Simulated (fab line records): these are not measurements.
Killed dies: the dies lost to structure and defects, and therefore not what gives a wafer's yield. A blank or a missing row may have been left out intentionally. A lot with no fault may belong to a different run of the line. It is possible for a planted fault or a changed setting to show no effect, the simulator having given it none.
What tool caused it? | flow n5Finfet | 11 lots with 33 wafers sampled at 2 steps, on a route of 1938 steps

WHAT THE GAUGES SHOWED, per wafer
N5_BEOL_M15_RS_MEAS_54: measures by four-point-probe. Usual: M15_RS gives 0.0214 ohm/sq (standard deviation 0.00041).
lot  | measured     | on           | M15_RS (ohm/sq)      | flag
L130 | day 11 23:05 | filmMetro-02 | 0.0217 0.0213 0.0218 | 
L131 | day 12 21:13 | filmMetro-02 | 0.0207 0.0210 0.0207 | 
L132 | day 12 21:46 | filmMetro-02 | 0.0223 0.0217 0.0220 | 
L133 | day 13 01:01 | filmMetro-02 | 0.0215 0.0218 0.0211 | 
L134 | day 13 06:28 | filmMetro-01 | 0.0203 0.0214 0.0203 | 
L136 | day 13 12:01 | filmMetro-02 | 0.0206 0.0215 0.0209 | 
L135 | day 13 12:05 | filmMetro-02 | 0.0218 0.0217 0.0214 | 
L148 | day 16 10:04 | filmMetro-01 | 0.0215 0.0215 0.0217 | 
L146 | day 16 16:08 | filmMetro-01 | 0.0212 0.0214 0.0210 | 
L149 | day 17 04:21 | filmMetro-01 | 0.0219 0.0220 0.0221 | 
L150 | day 17 04:53 | filmMetro-01 | 0.0219 0.0219 0.0221 | 

EACH LOT AND THE TOOL THAT RAN IT (in order: tool; ch and the chambers of the sampled wafers; start)
lot  | N5_BEOL_M15_DEP_53
L130 | pecvd-04 ch 0,1,2, day 11 23:01
L131 | pecvd-03 ch 0,2, day 12 21:10
L132 | pecvd-04 ch 0,2, day 12 21:42
L133 | pecvd-03 ch 1,2, day 13 00:57
L134 | pecvd-01 ch 0,1,2, day 13 06:24
L136 | pecvd-03 ch 1,2, day 13 11:58
L135 | pecvd-03 ch 0,2, day 13 12:01
L148 | pecvd-03 ch 0,1, day 16 09:59
L146 | pecvd-01 ch 1,2, day 16 16:04
L149 | pecvd-01 ch 0,1,2, day 17 04:17
L150 | pecvd-01 ch 0,2, day 17 04:49
- N5_BEOL_M15_DEP_53: deposits SiCN from 3MS/NH3, target thk 50 nm, time 17.8 s.

WHAT THE TOOLS THEMSELVES READ (means of the sampled wafers that have a number; where no wafer has one, the mark that the record gives instead)
N5_BEOL_M15_DEP_53. Usual: showerheadPlenumPTorr 4.170 Torr, standard deviation 0.022; throttleValvePct 18.1 %, standard deviation 0.66.
lot  | tool     | showerheadPlenumPTorr (Torr) | throttleValvePct (%) | flag
L130 | pecvd-04 | 4.171                        | 17.7                 | 
L131 | pecvd-03 | 4.179                        | 17.8                 | 
L132 | pecvd-04 | 4.165                        | 17.8                 | 
L133 | pecvd-03 | 4.175                        | 18.1                 | 
L134 | pecvd-01 | 4.154                        | 18.5                 | 
L136 | pecvd-03 | 4.166                        | 17.9                 | 
L135 | pecvd-03 | 4.161                        | 17.8                 | 
L148 | pecvd-03 | 4.191                        | 18.3                 | 
L146 | pecvd-01 | 4.145                        | 18.7                 | 
L149 | pecvd-01 | 4.147                        | 18.6                 | 
L150 | pecvd-01 | 4.144                        | 18.1                 | 

THE ANSWER, worked out from the rows above alone
Rule: take the mean of a lot's wafers that have a number; if it is more than 3 standard deviations from the usual mean, the lot is off. Also off: a lot with no number at a reading for which 4 or more lots have one. The other lots that the step has rows for count as sound. The gauges are gone through in route order, then the tools' own readings, and for those a lot's mean is taken as printed above. The first step at which some lot is off is used, and at that step the reading that is off furthest; a lot without a number counts as furthest.
Across all readings shown, no lot is off: no conclusion can be drawn from this.

WHAT HAD BEEN PUT IN BY THE SIMULATOR
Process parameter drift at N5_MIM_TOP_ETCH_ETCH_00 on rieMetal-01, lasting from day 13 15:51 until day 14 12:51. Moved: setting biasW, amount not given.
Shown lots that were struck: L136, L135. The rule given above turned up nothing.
